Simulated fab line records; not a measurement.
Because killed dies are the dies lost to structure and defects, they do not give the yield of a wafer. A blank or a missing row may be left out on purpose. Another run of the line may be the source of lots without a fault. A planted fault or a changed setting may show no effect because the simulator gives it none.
Which tool was responsible? / flow n5_finfet / Sampling: 9 lots, 27 wafers, 5 of 1938 route steps

## WHAT EACH GAUGE READ, for each wafer
N5_BEOL_M4_OVL_MEAS_12. Usual: M4_OVL -0.7 nm, standard deviation 0.58.
lot=L947; measured=day 8 23:13; on=overlay-01; M4_OVL (nm)=-1.3 -1.1 -0.8; flag=
lot=L949; measured=day 9 00:53; on=overlay-01; M4_OVL (nm)=-1.0 -0.8 -0.2; flag=
lot=L951; measured=day 9 08:54; on=overlay-02; M4_OVL (nm)=-0.9 -1.6 -0.6; flag=
lot=L955; measured=day 12 03:11; on=overlay-01; M4_OVL (nm)=-0.3 -1.8 -0.8; flag=
lot=L956; measured=day 13 04:43; on=overlay-01; M4_OVL (nm)=0.0 0.3 -0.1; flag=
lot=L960; measured=day 14 12:38; on=overlay-01; M4_OVL (nm)=0.1 0.0 0.2; flag=
lot=L963; measured=day 14 19:45; on=overlay-01; M4_OVL (nm)=0.0 -1.0 -0.2; flag=
lot=L964; measured=day 14 22:58; on=overlay-01; M4_OVL (nm)=-1.1 -0.6 -0.7; flag=
lot=L961; measured=day 14 23:54; on=overlay-01; M4_OVL (nm)=-1.0 -0.9 -1.5; flag=

N5_BEOL_M4_RC_MEAS_101. Usual: DIBL_N 36.3 mV/V, standard deviation 1.1; DIBL_P 36.3 mV/V, standard deviation 1.4; IOFF_N 0.155 nA/um, standard deviation 0.019; IOFF_P 0.211 nA/um, standard deviation 0.027; ION_N 672 uA/um, standard deviation 8.5; ION_P 462 uA/um, standard deviation 5.8; SS_N 71.5 mV/dec, standard deviation 0.56; SS_P 73.3 mV/dec, standard deviation 0.52; VT_N 249.9 mV, standard deviation 2.5; VT_P -249.8 mV, standard deviation 2.8.
lot=L947; measured=day 9 18:11; on=prober-01; DIBL_N (mV/V)=37.5 37.8 35.0; DIBL_P (mV/V)=38.2 39.5 35.7; IOFF_N (nA/um)=0.185 0.200 0.143; IOFF_P (nA/um)=0.238 0.248 0.190; ION_N (uA/um)=676 675 670; ION_P (uA/um)=460 459 463; SS_N (mV/dec)=71.3 73.1 71.3; SS_P (mV/dec)=74.3 74.2 73.0; VT_N (mV)=247.9 245.3 250.0; VT_P (mV)=-248.6 -248.1 -251.1; flag=
lot=L949; measured=day 10 03:50; on=prober-01; DIBL_N (mV/V)=35.0 35.6 36.1; DIBL_P (mV/V)=36.1 37.4 37.8; IOFF_N (nA/um)=0.126 0.148 0.149; IOFF_P (nA/um)=0.198 0.235 0.227; ION_N (uA/um)=669 679 668; ION_P (uA/um)=459 473 458; SS_N (mV/dec)=70.9 71.3 71.5; SS_P (mV/dec)=72.1 73.1 72.3; VT_N (mV)=255.9 248.9 251.6; VT_P (mV)=-249.1 -247.1 -248.8; flag=
lot=L951; measured=day 11 10:13; on=prober-01; DIBL_N (mV/V)=36.3 34.8 36.3; DIBL_P (mV/V)=36.4 33.7 35.6; IOFF_N (nA/um)=0.166 0.135 0.171; IOFF_P (nA/um)=0.199 0.167 0.199; ION_N (uA/um)=684 677 691; ION_P (uA/um)=462 463 465; SS_N (mV/dec)=71.2 71.3 71.8; SS_P (mV/dec)=73.6 72.6 73.6; VT_N (mV)=248.7 252.9 248.2; VT_P (mV)=-252.6 -251.8 -250.2; flag=
lot=L955; measured=day 13 23:12; on=prober-02; DIBL_N (mV/V)=35.9 35.7 35.2; DIBL_P (mV/V)=36.0 35.8 35.6; IOFF_N (nA/um)=0.138 0.138 0.128; IOFF_P (nA/um)=0.162 0.165 0.158; ION_N (uA/um)=662 671 668; ION_P (uA/um)=451 455 456; SS_N (mV/dec)=71.5 71.1 70.8; SS_P (mV/dec)=73.4 72.9 72.3; VT_N (mV)=250.9 253.8 255.3; VT_P (mV)=-255.3 -253.9 -256.4; flag=
lot=L956; measured=day 14 10:34; on=prober-02; DIBL_N (mV/V)=36.8 37.9 37.7; DIBL_P (mV/V)=35.7 37.1 37.4; IOFF_N (nA/um)=0.137 0.163 0.156; IOFF_P (nA/um)=0.201 0.222 0.216; ION_N (uA/um)=677 675 672; ION_P (uA/um)=467 468 461; SS_N (mV/dec)=70.4 71.6 71.7; SS_P (mV/dec)=72.5 73.2 74.0; VT_N (mV)=250.5 249.0 248.3; VT_P (mV)=-250.7 -246.1 -251.8; flag=
lot=L960; measured=day 15 19:02; on=prober-02; DIBL_N (mV/V)=36.0 34.5 36.7; DIBL_P (mV/V)=35.6 33.9 36.1; IOFF_N (nA/um)=0.151 0.128 0.169; IOFF_P (nA/um)=0.238 0.210 0.253; ION_N (uA/um)=667 662 682; ION_P (uA/um)=468 464 467; SS_N (mV/dec)=71.7 70.8 71.6; SS_P (mV/dec)=73.2 72.8 72.9; VT_N (mV)=248.3 253.7 245.5; VT_P (mV)=-246.1 -245.9 -243.8; flag=
lot=L963; measured=day 16 16:17; on=prober-01; DIBL_N (mV/V)=36.3 36.7 35.7; DIBL_P (mV/V)=36.6 36.6 35.8; IOFF_N (nA/um)=0.168 0.178 0.158; IOFF_P (nA/um)=0.226 0.231 0.221; ION_N (uA/um)=687 688 690; ION_P (uA/um)=470 471 471; SS_N (mV/dec)=71.9 71.6 71.9; SS_P (mV/dec)=73.7 74.1 73.8; VT_N (mV)=247.1 243.7 247.6; VT_P (mV)=-248.9 -246.9 -246.9; flag=
lot=L964; measured=day 17 01:21; on=prober-02; DIBL_N (mV/V)=38.3 37.5 36.9; DIBL_P (mV/V)=37.3 35.8 35.6; IOFF_N (nA/um)=0.176 0.154 0.149; IOFF_P (nA/um)=0.236 0.206 0.204; ION_N (uA/um)=677 680 669; ION_P (uA/um)=462 465 457; SS_N (mV/dec)=71.2 71.6 71.5; SS_P (mV/dec)=73.9 73.1 73.6; VT_N (mV)=245.9 252.5 250.5; VT_P (mV)=-248.3 -249.6 -249.6; flag=
lot=L961; measured=day 17 07:19; on=prober-01; DIBL_N (mV/V)=35.9 34.9 35.3; DIBL_P (mV/V)=36.9 36.0 36.3; IOFF_N (nA/um)=0.156 0.146 0.161; IOFF_P (nA/um)=0.221 0.203 0.217; ION_N (uA/um)=670 679 665; ION_P (uA/um)=460 467 463; SS_N (mV/dec)=70.8 71.2 71.5; SS_P (mV/dec)=73.5 73.0 72.8; VT_N (mV)=250.6 247.6 248.6; VT_P (mV)=-248.0 -249.4 -246.2; flag=

## EACH LOT AND THE TOOL THAT RAN IT (in order: tool; ch and the chambers of the sampled wafers; start)
lot=L947; N5_BEOL_M4_ETCH_74=rie_diel-02 ch 0,1,2, day 8 23:23; N5_BEOL_M4_ETCH_64=rie_diel-02 ch 0,1,2, day 8 23:26; N5_BEOL_M4_HM_OPEN_17=rie_metal-02 ch 0, day 8 23:36
lot=L949; N5_BEOL_M4_ETCH_74=rie_diel-05 ch 0,2,3, day 9 01:18; N5_BEOL_M4_ETCH_64=rie_diel-05 ch 0,2,3, day 9 01:20; N5_BEOL_M4_HM_OPEN_17=rie_metal-01 ch 1, day 9 01:31
lot=L951; N5_BEOL_M4_ETCH_74=rie_diel-02 ch 0,1,3, day 9 09:02; N5_BEOL_M4_ETCH_64=rie_diel-02 ch 0,1,3, day 9 09:05; N5_BEOL_M4_HM_OPEN_17=rie_metal-03 ch 0,1, day 9 09:15
lot=L955; N5_BEOL_M4_ETCH_74=rie_diel-02 ch 0,1,3, day 12 03:18; N5_BEOL_M4_ETCH_64=rie_diel-02 ch 0,1,3, day 12 03:20; N5_BEOL_M4_HM_OPEN_17=rie_metal-02 ch 0,1, day 12 03:31
lot=L956; N5_BEOL_M4_ETCH_74=rie_diel-02 ch 0,3, day 13 04:50; N5_BEOL_M4_ETCH_64=rie_diel-02 ch 0,3, day 13 04:52; N5_BEOL_M4_HM_OPEN_17=rie_metal-01 ch 0,1, day 13 05:04
lot=L960; N5_BEOL_M4_ETCH_74=rie_diel-04 ch 0,3, day 14 12:45; N5_BEOL_M4_ETCH_64=rie_diel-04 ch 0,3, day 14 12:47; N5_BEOL_M4_HM_OPEN_17=rie_metal-02 ch 0,1, day 14 12:58
lot=L963; N5_BEOL_M4_ETCH_74=rie_diel-04 ch 0,1,2, day 14 19:53; N5_BEOL_M4_ETCH_64=rie_diel-04 ch 0,1,2, day 14 19:55; N5_BEOL_M4_HM_OPEN_17=rie_metal-03 ch 0,1, day 14 20:06
lot=L964; N5_BEOL_M4_ETCH_74=rie_diel-05 ch 2,3, day 14 23:09; N5_BEOL_M4_ETCH_64=rie_diel-05 ch 2,3, day 14 23:11; N5_BEOL_M4_HM_OPEN_17=rie_metal-01 ch 0,1, day 14 23:22
lot=L961; N5_BEOL_M4_ETCH_74=rie_diel-05 ch 0,2,3, day 15 00:01; N5_BEOL_M4_ETCH_64=rie_diel-05 ch 0,2,3, day 15 00:04; N5_BEOL_M4_HM_OPEN_17=rie_metal-03 ch 0,1, day 15 00:14
- N5_BEOL_M4_ETCH_74: etches underlayer in N2/H2, target depth 6.5 nm, time 5.2 s.
- N5_BEOL_M4_ETCH_64: etches SOC in N2/H2, target depth 75 nm, overetch 22.5 nm, time 121.9 s.
- N5_BEOL_M4_HM_OPEN_17: chemistry Cl2/BCl3, target TiN, target depth 20 nm, overetch 6 nm.

## AS READ BY THE TOOLS THEMSELVES (means over the sampled wafers that have a number; for cases with no such wafer, the mark the record gives instead)
N5_BEOL_M4_ETCH_74. Usual: bias_w 150.1 W, standard deviation 0.49; drypump_motor_current_A 5.7 A, standard deviation 0.38; etch_rf_on_time_s 5.22 s, standard deviation 0.092; oes_product_au 0.67 a.u., standard deviation 0.08; rf_vpp_V 524 V, standard deviation 3.1; showerhead_plenum_p_Torr 2.56 Torr, standard deviation 0.1; throttle_valve_pct 17.92 %, standard deviation 0.16.
lot=L947; tool=rie_diel-02; bias_w (W)=149.7; drypump_motor_current_A (A)=5.7; etch_rf_on_time_s (s)=5.24; oes_product_au (a.u.)=0.64; rf_vpp_V (V)=524; showerhead_plenum_p_Torr (Torr)=2.58; throttle_valve_pct (%)=17.90; flag=
lot=L949; tool=rie_diel-05; bias_w (W)=149.7; drypump_motor_current_A (A)=6.2; etch_rf_on_time_s (s)=5.24; oes_product_au (a.u.)=0.66; rf_vpp_V (V)=525; showerhead_plenum_p_Torr (Torr)=2.61; throttle_valve_pct (%)=18.01; flag=
lot=L951; tool=rie_diel-02; bias_w (W)=149.7; drypump_motor_current_A (A)=5.6; etch_rf_on_time_s (s)=5.25; oes_product_au (a.u.)=0.63; rf_vpp_V (V)=523; showerhead_plenum_p_Torr (Torr)=2.50; throttle_valve_pct (%)=17.89; flag=
lot=L955; tool=rie_diel-02; bias_w (W)=149.4; drypump_motor_current_A (A)=5.7; etch_rf_on_time_s (s)=5.26; oes_product_au (a.u.)=0.61; rf_vpp_V (V)=521; showerhead_plenum_p_Torr (Torr)=2.49; throttle_valve_pct (%)=17.94; flag=
lot=L956; tool=rie_diel-02; bias_w (W)=149.6; drypump_motor_current_A (A)=5.6; etch_rf_on_time_s (s)=5.38; oes_product_au (a.u.)=0.61; rf_vpp_V (V)=520; showerhead_plenum_p_Torr (Torr)=2.42; throttle_valve_pct (%)=18.01; flag=
lot=L960; tool=rie_diel-04; bias_w (W)=150.6; drypump_motor_current_A (A)=5.8; etch_rf_on_time_s (s)=5.10; oes_product_au (a.u.)=0.76; rf_vpp_V (V)=527; showerhead_plenum_p_Torr (Torr)=2.66; throttle_valve_pct (%)=17.80; flag=
lot=L963; tool=rie_diel-04; bias_w (W)=150.1; drypump_motor_current_A (A)=5.6; etch_rf_on_time_s (s)=5.15; oes_product_au (a.u.)=0.76; rf_vpp_V (V)=526; showerhead_plenum_p_Torr (Torr)=2.55; throttle_valve_pct (%)=17.77; flag=
lot=L964; tool=rie_diel-05; bias_w (W)=150.3; drypump_motor_current_A (A)=6.3; etch_rf_on_time_s (s)=5.19; oes_product_au (a.u.)=0.65; rf_vpp_V (V)=525; showerhead_plenum_p_Torr (Torr)=2.61; throttle_valve_pct (%)=17.94; flag=
lot=L961; tool=rie_diel-05; bias_w (W)=149.9; drypump_motor_current_A (A)=6.2; etch_rf_on_time_s (s)=5.25; oes_product_au (a.u.)=0.69; rf_vpp_V (V)=525; showerhead_plenum_p_Torr (Torr)=2.60; throttle_valve_pct (%)=17.93; flag=

N5_BEOL_M4_ETCH_64. Usual: bias_w 150.0 W, standard deviation 0.43; drypump_motor_current_A 5.7 A, standard deviation 0.38; oes_product_au 0.60 a.u., standard deviation 0.068; rf_vpp_V 524.2 V, standard deviation 2.9; showerhead_plenum_p_Torr 2.56 Torr, standard deviation 0.1; throttle_valve_pct 17.88 %, standard deviation 0.16.
lot=L947; tool=rie_diel-02; bias_w (W)=150.2; drypump_motor_current_A (A)=5.7; oes_product_au (a.u.)=0.57; rf_vpp_V (V)=525.0; showerhead_plenum_p_Torr (Torr)=2.58; throttle_valve_pct (%)=17.86; flag=
lot=L949; tool=rie_diel-05; bias_w (W)=150.1; drypump_motor_current_A (A)=6.2; oes_product_au (a.u.)=0.58; rf_vpp_V (V)=525.5; showerhead_plenum_p_Torr (Torr)=2.61; throttle_valve_pct (%)=17.98; flag=
lot=L951; tool=rie_diel-02; bias_w (W)=150.1; drypump_motor_current_A (A)=5.7; oes_product_au (a.u.)=0.56; rf_vpp_V (V)=523.0; showerhead_plenum_p_Torr (Torr)=2.50; throttle_valve_pct (%)=17.86; flag=
lot=L955; tool=rie_diel-02; bias_w (W)=108.3; drypump_motor_current_A (A)=5.7; oes_product_au (a.u.)=0.55; rf_vpp_V (V)=426.3; showerhead_plenum_p_Torr (Torr)=2.49; throttle_valve_pct (%)=17.90; flag=OFF
lot=L956; tool=rie_diel-02; bias_w (W)=109.1; drypump_motor_current_A (A)=5.6; oes_product_au (a.u.)=0.55; rf_vpp_V (V)=424.3; showerhead_plenum_p_Torr (Torr)=2.42; throttle_valve_pct (%)=17.98; flag=OFF
lot=L960; tool=rie_diel-04; bias_w (W)=150.7; drypump_motor_current_A (A)=5.8; oes_product_au (a.u.)=0.67; rf_vpp_V (V)=526.8; showerhead_plenum_p_Torr (Torr)=2.66; throttle_valve_pct (%)=17.75; flag=
lot=L963; tool=rie_diel-04; bias_w (W)=149.6; drypump_motor_current_A (A)=5.6; oes_product_au (a.u.)=0.67; rf_vpp_V (V)=525.3; showerhead_plenum_p_Torr (Torr)=2.55; throttle_valve_pct (%)=17.74; flag=
lot=L964; tool=rie_diel-05; bias_w (W)=150.3; drypump_motor_current_A (A)=6.4; oes_product_au (a.u.)=0.58; rf_vpp_V (V)=524.7; showerhead_plenum_p_Torr (Torr)=2.61; throttle_valve_pct (%)=17.90; flag=
lot=L961; tool=rie_diel-05; bias_w (W)=150.4; drypump_motor_current_A (A)=6.2; oes_product_au (a.u.)=0.62; rf_vpp_V (V)=526.4; showerhead_plenum_p_Torr (Torr)=2.60; throttle_valve_pct (%)=17.88; flag=

N5_BEOL_M4_HM_OPEN_17. Usual: drypump_motor_current_A 5.67 A, standard deviation 0.3; oes_product_au 0.63 a.u., standard deviation 0.09; throttle_valve_pct 22.16 %, standard deviation 0.14.
lot=L947; tool=rie_metal-02; drypump_motor_current_A (A)=6.22; oes_product_au (a.u.)=0.67; throttle_valve_pct (%)=22.16; flag=
lot=L949; tool=rie_metal-01; drypump_motor_current_A (A)=5.86; oes_product_au (a.u.)=0.56; throttle_valve_pct (%)=22.32; flag=
lot=L951; tool=rie_metal-03; drypump_motor_current_A (A)=5.39; oes_product_au (a.u.)=0.60; throttle_valve_pct (%)=22.15; flag=
lot=L955; tool=rie_metal-02; drypump_motor_current_A (A)=5.86; oes_product_au (a.u.)=0.75; throttle_valve_pct (%)=22.09; flag=
lot=L956; tool=rie_metal-01; drypump_motor_current_A (A)=5.77; oes_product_au (a.u.)=0.55; throttle_valve_pct (%)=22.26; flag=
lot=L960; tool=rie_metal-02; drypump_motor_current_A (A)=5.86; oes_product_au (a.u.)=0.74; throttle_valve_pct (%)=22.09; flag=
lot=L963; tool=rie_metal-03; drypump_motor_current_A (A)=5.36; oes_product_au (a.u.)=0.60; throttle_valve_pct (%)=22.13; flag=
lot=L964; tool=rie_metal-01; drypump_motor_current_A (A)=5.75; oes_product_au (a.u.)=0.64; throttle_valve_pct (%)=22.19; flag=
lot=L961; tool=rie_metal-03; drypump_motor_current_A (A)=5.38; oes_product_au (a.u.)=0.58; throttle_valve_pct (%)=22.16; flag=

## THE ANSWER, worked out from the rows above alone
Rule: take the mean of a lot's wafers that have a number; if it is more than 3 standard deviations from the usual mean, the lot is off. Also off: a lot with no number at a reading for which 4 or more lots have one. All remaining lots with rows at the step are treated as sound. Order of review: gauges by route order, followed by the tools' own readings, for which a lot's mean as printed above is used. At the first step where some lot is off, the reading lying furthest off is the one used; lots without a number count as furthest.
Off: L955, L956 (N5_BEOL_M4_ETCH_64, bias_w).
A tool fits if, at that step or a process step before it, it ran every lot that is off, and no sound lot after the first of them. One candidate fits, namely rie_diel-02 at N5_BEOL_M4_ETCH_74 and N5_BEOL_M4_ETCH_64. At N5_BEOL_M4_ETCH_74 its last sound lot is L951 (day 9 09:02), its first lot that is off L955 (day 12 03:18): a fault that began between those two fits.

## WHAT WAS PUT IN BY THE SIMULATOR
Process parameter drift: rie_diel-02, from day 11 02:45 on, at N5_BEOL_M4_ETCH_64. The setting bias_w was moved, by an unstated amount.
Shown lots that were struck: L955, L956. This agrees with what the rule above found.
